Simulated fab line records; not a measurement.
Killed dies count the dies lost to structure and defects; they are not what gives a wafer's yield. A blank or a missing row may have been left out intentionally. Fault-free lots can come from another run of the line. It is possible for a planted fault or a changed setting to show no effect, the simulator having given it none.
Lot-split experiment / flow n5 finfet / route with 1938 steps; 7 lots, 39 wafers read

== ON THE SPLIT ==
At N5_DUMMY_GATE_ETCH_37 (etches SOC in N2/H2, target depth 60 nm, overetch 30 nm), the setting source w was moved away from the recipe's 840 W on 15 of the 39 wafers read, by -18.6% to -5.5%. This setting was run at the recipe's value on the other wafers.

The reading comes from the split's own step.

== THE READING ==
rf vpp V, in V, at N5_DUMMY_GATE_ETCH_37 (etches SOC in N2/H2, target depth 60 nm, overetch 30 nm). Fault-free wafers of this fab line usually give 523.2 V, standard deviation 2.4 V.

wafer=L076.1; tool, chamber at the split=rie diel-04, 1; source w as run, W=793.2; against the recipe=-5.6%; rf vpp V, V=528.9; against lot-mates on the recipe=+6.2
wafer=L076.2; tool, chamber at the split=rie diel-04, 2; source w as run, W=793.2; against the recipe=-5.6%; rf vpp V, V=537.9; against lot-mates on the recipe=+15.2
wafer=L076.3; tool, chamber at the split=rie diel-04, 0; source w as run, W=840; against the recipe=recipe; rf vpp V, V=523.5; against lot-mates on the recipe=-
wafer=L076.4; tool, chamber at the split=rie diel-04, 3; source w as run, W=793.2; against the recipe=-5.6%; rf vpp V, V=533.7; against lot-mates on the recipe=+11.0
wafer=L076.5; tool, chamber at the split=rie diel-04, 0; source w as run, W=840; against the recipe=recipe; rf vpp V, V=523.6; against lot-mates on the recipe=-
wafer=L076.6; tool, chamber at the split=rie diel-04, 1; source w as run, W=840; against the recipe=recipe; rf vpp V, V=521.0; against lot-mates on the recipe=-
wafer=L078.1; tool, chamber at the split=rie diel-04, 0; source w as run, W=794.2; against the recipe=-5.5%; rf vpp V, V=532.9; against lot-mates on the recipe=+7.0
wafer=L078.2; tool, chamber at the split=rie diel-04, 1; source w as run, W=840; against the recipe=recipe; rf vpp V, V=521.6; against lot-mates on the recipe=-
wafer=L078.3; tool, chamber at the split=rie diel-04, 3; source w as run, W=794.2; against the recipe=-5.5%; rf vpp V, V=533.6; against lot-mates on the recipe=+7.7
wafer=L078.4; tool, chamber at the split=rie diel-04, 2; source w as run, W=840; against the recipe=recipe; rf vpp V, V=528.2; against lot-mates on the recipe=-
wafer=L078.5; tool, chamber at the split=rie diel-04, 1; source w as run, W=794.2; against the recipe=-5.5%; rf vpp V, V=528.9; against lot-mates on the recipe=+3.0
wafer=L078.6; tool, chamber at the split=rie diel-04, 2; source w as run, W=840; against the recipe=recipe; rf vpp V, V=528.0; against lot-mates on the recipe=-
wafer=L081.1; tool, chamber at the split=rie diel-04, 3; source w as run, W=840; against the recipe=recipe; rf vpp V, V=524.4; against lot-mates on the recipe=-
wafer=L081.2; tool, chamber at the split=rie diel-04, 1; source w as run, W=720.4; against the recipe=-14.2%; rf vpp V, V=546.6; against lot-mates on the recipe=+23.3
wafer=L081.3; tool, chamber at the split=rie diel-04, 2; source w as run, W=720.4; against the recipe=-14.2%; rf vpp V, V=553.4; against lot-mates on the recipe=+30.1
wafer=L081.4; tool, chamber at the split=rie diel-04, 1; source w as run, W=840; against the recipe=recipe; rf vpp V, V=518.8; against lot-mates on the recipe=-
wafer=L081.5; tool, chamber at the split=rie diel-04, 3; source w as run, W=720.4; against the recipe=-14.2%; rf vpp V, V=551.5; against lot-mates on the recipe=+28.2
wafer=L081.6; tool, chamber at the split=rie diel-04, 2; source w as run, W=840; against the recipe=recipe; rf vpp V, V=526.7; against lot-mates on the recipe=-
wafer=L090.2; tool, chamber at the split=rie diel-02, 0; source w as run, W=840; against the recipe=recipe; rf vpp V, V=526.8; against lot-mates on the recipe=-
wafer=L090.4; tool, chamber at the split=rie diel-02, 1; source w as run, W=840; against the recipe=recipe; rf vpp V, V=521.0; against lot-mates on the recipe=-
wafer=L090.6; tool, chamber at the split=rie diel-02, 2; source w as run, W=840; against the recipe=recipe; rf vpp V, V=523.6; against lot-mates on the recipe=-
wafer=L091.1; tool, chamber at the split=rie diel-02, 3; source w as run, W=683.5; against the recipe=-18.6%; rf vpp V, V=560.1; against lot-mates on the recipe=+38.1
wafer=L091.2; tool, chamber at the split=rie diel-02, 1; source w as run, W=840; against the recipe=recipe; rf vpp V, V=520.2; against lot-mates on the recipe=-
wafer=L091.3; tool, chamber at the split=rie diel-02, 0; source w as run, W=683.5; against the recipe=-18.6%; rf vpp V, V=563.5; against lot-mates on the recipe=+41.5
wafer=L091.4; tool, chamber at the split=rie diel-02, 2; source w as run, W=683.5; against the recipe=-18.6%; rf vpp V, V=560.9; against lot-mates on the recipe=+38.9
wafer=L091.5; tool, chamber at the split=rie diel-02, 0; source w as run, W=840; against the recipe=recipe; rf vpp V, V=525.5; against lot-mates on the recipe=-
wafer=L091.6; tool, chamber at the split=rie diel-02, 1; source w as run, W=840; against the recipe=recipe; rf vpp V, V=520.3; against lot-mates on the recipe=-
wafer=L096.1; tool, chamber at the split=rie diel-04, 0; source w as run, W=840; against the recipe=recipe; rf vpp V, V=522.6; against lot-mates on the recipe=-
wafer=L096.2; tool, chamber at the split=rie diel-04, 2; source w as run, W=840; against the recipe=recipe; rf vpp V, V=527.5; against lot-mates on the recipe=-
wafer=L096.3; tool, chamber at the split=rie diel-04, 3; source w as run, W=840; against the recipe=recipe; rf vpp V, V=523.6; against lot-mates on the recipe=-
wafer=L096.4; tool, chamber at the split=rie diel-04, 1; source w as run, W=840; against the recipe=recipe; rf vpp V, V=520.7; against lot-mates on the recipe=-
wafer=L096.5; tool, chamber at the split=rie diel-04, 3; source w as run, W=840; against the recipe=recipe; rf vpp V, V=523.3; against lot-mates on the recipe=-
wafer=L096.6; tool, chamber at the split=rie diel-04, 2; source w as run, W=840; against the recipe=recipe; rf vpp V, V=526.8; against lot-mates on the recipe=-
wafer=L097.1; tool, chamber at the split=rie diel-06, 2; source w as run, W=750.2; against the recipe=-10.7%; rf vpp V, V=545.8; against lot-mates on the recipe=+24.2
wafer=L097.2; tool, chamber at the split=rie diel-06, 1; source w as run, W=840; against the recipe=recipe; rf vpp V, V=519.9; against lot-mates on the recipe=-
wafer=L097.3; tool, chamber at the split=rie diel-06, 0; source w as run, W=840; against the recipe=recipe; rf vpp V, V=522.2; against lot-mates on the recipe=-
wafer=L097.4; tool, chamber at the split=rie diel-06, 3; source w as run, W=750.2; against the recipe=-10.7%; rf vpp V, V=541.9; against lot-mates on the recipe=+20.3
wafer=L097.5; tool, chamber at the split=rie diel-06, 0; source w as run, W=840; against the recipe=recipe; rf vpp V, V=522.7; against lot-mates on the recipe=-
wafer=L097.6; tool, chamber at the split=rie diel-06, 1; source w as run, W=750.2; against the recipe=-10.7%; rf vpp V, V=539.6; against lot-mates on the recipe=+18.0

FIT RESULTS
A straight line over all 39 wafers: rf vpp V changes by -1.95 V for each +1% of source w; r = -0.97; the points scatter about the line by 2.9 V.
The same after taking each lot's own level away (the mean of its wafers on the recipe; 39 wafers): -2.02 V for each +1%; r = -0.97; scatter 3 V.
The reading moves by 38 V for the largest change in source w, on that fit.
From 521.60 to 525.93 V: that is the span of the lots' own levels, equal to 1.8 times the standard deviation above.
Hence the lot-to-lot level has little effect on the slope; both slopes agree.
Check: with one of the wafers moved furthest among these (-18.6%) left out of the fit, the line predicts +37 V for it against its lot-mates. It came out at +38.1 V against them.
Tool readings at the split's step, against how far the setting was moved: rf vpp V r = -0.97.

== THE OTHER SPLITS THESE WAFERS WENT THROUGH ==
These wafers also went through other splits before the reading. Each is held against what the fit with the lots' levels taken away leaves over:
other split on the same wafers=N5_DUMMY_GATE_HM_DEP_06 target thk a; wafers away from the commonest value=24; r with rf vpp V (lot level and that fit taken away)=+0.25
other split on the same wafers=N5_DUMMY_GATE_EXPOSE_12 dose mj; wafers away from the commonest value=18; r with rf vpp V (lot level and that fit taken away)=-0.33

== THE FILE'S OWN FIT ==
rf vpp V changes by -1.99 V for each +1% of source w, r = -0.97.
